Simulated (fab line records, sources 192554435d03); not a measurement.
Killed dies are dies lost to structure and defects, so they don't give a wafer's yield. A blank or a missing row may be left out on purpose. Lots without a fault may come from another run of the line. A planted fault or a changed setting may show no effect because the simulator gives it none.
A struck lot beside a sound one | flow n5_finfet | 15 steps out of a route of 1938
Sound: wafers L706.1, L706.2, L706.5. Struck: wafer L719.6. (L719.2 of the same lot was not struck and is left out.) The cause comes at the end.
At each step with rows: each side's tool, then ch and its chambers, then its first start. Under that, the readings that differ: sound wafers | struck wafers | difference of the means | sigmas: that difference in standard deviations of wafers without a fault.
alike: readings whose means differ by less than 2 such deviations, and words and numbers that are the same on both sides. not compared: withheld readings, readings that some wafer has no value for, bounds like >300 that may hide the same value, and numbers for which the record gives no deviation and whose values overlap.
The two part at a step that has a row with sigmas, a row that says differs or no value, or rows on one side only. Numbers that don't overlap but have no deviation are shown without sigmas and don't part them. A reading that every wafer of one side lacks parts them only if that side has two wafers or more.

N5_BEOL_M9_HM_DEP_02: deposits TiN, target thk 20 nm.
  sound on pvd_sputter-02, day 9 18:44; struck on pvd_sputter-01, day 13 10:40
  alike: chamber_pressure_pa, throttle_valve_pct
then, 8 steps without rows for these wafers: N5_BEOL_M9_COAT_59 (time 60 s, resist thk 100 nm); N5_BEOL_M9_COAT_60 (time 60 s, resist thk 30 nm); N5_BEOL_M9_COAT_05 (resist thk 90 nm); N5_BEOL_M9_EBR_07; N5_BEOL_M9_SOFTBAKE_06 (time 60 s); N5_BEOL_M9_EXPOSE_08 (exposes mask M9); N5_BEOL_M9_PEB_09 (peb time 60 s); N5_BEOL_M9_DEVELOP_10 (develop time 30 s).
N5_BEOL_M9_CD_MEAS_11: target cd 64.1 nm.
  sound on cd_sem-01 ch 0, day 9 19:06; struck on cd_sem-02 ch 0, day 13 11:10
  reading    | sound          | struck | difference | sigmas
  cd_nm (nm) | 63.3 62.8 63.3 | 65.1   | +2.0       | +4
N5_BEOL_M9_OVL_MEAS_12:
  sound on overlay-02 ch 0, day 9 19:08; struck on overlay-02 ch 0, day 13 11:12
  alike: M9_OVL
N5_BEOL_M9_INSPECT_13: inspects for defects (brightfield).
  sound on defect_inspect-02, day 9 19:09; struck on defect_inspect-01, day 13 11:13
  alike: raw_defect_count
N5_BEOL_M9_DESCUM_16: chemistry O2, time 7.9 s.
  sound on rie_diel-05 ch 1,3, day 9 19:11; struck on rie_diel-03 ch 2, day 13 11:19
  reading                                      | sound             | struck | difference | sigmas
  throttle_valve_pct (%)                       | 20.90 20.29 20.87 | 20.11  | -0.58      | -2
  model.CAR-ArF_of_BEOL_M9_COAT_05.thk_nm (nm) | 83.4 83.4 83.4    | 83.2   | -0.2       |
  alike: drypump_motor_current_A, oes_product_au, rf_vpp_V, showerhead_plenum_p_Torr
  not compared: rf_hours_counter_h
N5_BEOL_M9_ETCH_61: etches SiARC in CF4, target depth 39 nm, time 65 s.
  sound on rie_diel-05 ch 1,3, day 9 19:13; struck on rie_diel-03 ch 2, day 13 11:21
  reading                                      | sound              | struck | difference | sigmas
  mfc_ar_sccm (sccm)                           | 100.09 99.63 99.81 | 100.56 | +0.72      | +2
  model.CAR-ArF_of_BEOL_M9_COAT_05.thk_nm (nm) | 55.4 55.4 55.6     | 55.2   | -0.3       |
  alike: bias_w, drypump_motor_current_A, etch_rf_on_time_s, oes_product_au, rf_vpp_V, showerhead_plenum_p_Torr, throttle_valve_pct
  not compared: rf_hours_counter_h
N5_BEOL_M9_ETCH_62: etches SOC in N2/H2, target depth 110 nm, overetch 22 nm, time 165 s.
  sound on rie_diel-05 ch 1,3, day 9 19:16; struck on rie_diel-03 ch 2, day 13 11:24
  alike: bias_w, drypump_motor_current_A, oes_product_au, rf_vpp_V, showerhead_plenum_p_Torr, throttle_valve_pct
  not compared: rf_hours_counter_h

WHERE THEY PART
First at N5_BEOL_M9_CD_MEAS_11; last, within this record, at N5_BEOL_M9_ETCH_61. Later steps at which nothing parts them and some readings are alike: N5_BEOL_M9_ETCH_62.

WHY: what the simulator had put in
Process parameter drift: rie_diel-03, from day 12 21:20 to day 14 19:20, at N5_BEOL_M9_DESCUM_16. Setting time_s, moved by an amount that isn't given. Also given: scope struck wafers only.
